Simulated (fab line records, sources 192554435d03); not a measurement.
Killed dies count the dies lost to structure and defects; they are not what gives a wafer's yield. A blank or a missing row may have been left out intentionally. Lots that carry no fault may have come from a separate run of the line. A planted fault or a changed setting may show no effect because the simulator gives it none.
Matching of chambers -- flow n5 finfet -- N5_BEOL_M9_ALD_74 on ald metal-02 has 4 sister chambers
The step deposits TaN, target thk 2 nm, pulse time 2 s, purge time 3 s. 8 wafers are shown with their chamber, then 11 later ones without.

== EACH WAFER AND ITS CHAMBER ==
wafer,chamber,heater power w (W),heater power outer w (W)
L083.4,0,419,228
L085.2,3,428,244
L086.2,1,416,229
L086.5,1,412,222
L089.2,0,407,224
L089.4,3,421,237
L089.6,2,390,231
L091.1,2,390,230

== WAFERS WITH NO CHAMBER GIVEN ==
wafer,heater power w (W),heater power outer w (W)
L091.2,421,218
L091.4,419,241
L095.1,409,230
L095.2,373,224
L095.4,417,225
L094.2,413,231
L094.3,427,241
L094.5,415,227
L097.2,405,227
L097.4,420,243
L097.5,382,229

== WHICH CHAMBER EACH WENT THROUGH ==
wafer,from the rows above,in truth
L091.2,can't be placed: 1 or 0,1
L091.4,3,3
L095.1,can't be placed: 0 or 1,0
L095.2,2,2
L095.4,can't be placed: 1 or 0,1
L094.2,can't be placed: 0 or 1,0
L094.3,3,3
L094.5,can't be placed: 1 or 0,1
L097.2,can't be placed: 0 or 1 or 2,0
L097.4,3,3
L097.5,2,2
Placed correctly: 5 of 11. Unplaceable from these rows: 6, with the true chamber sitting among the candidates in 6. 0 placed wrongly.
How it was worked out, from the rows above alone: a wafer's distance from a chamber is the root of the sum, over the readings, of the square of ((its reading less the chamber's mean) divided by the reading's scatter). The wafer belongs to the nearest chamber; if the next one is less than 2 further off, it can't be placed. For every chamber, the mean is computed from those of its wafers that are shown. The scatter: take each reading less its chamber's mean, square it, sum over the shown wafers, divide by the number of wafers less the number of chambers, and take the root.
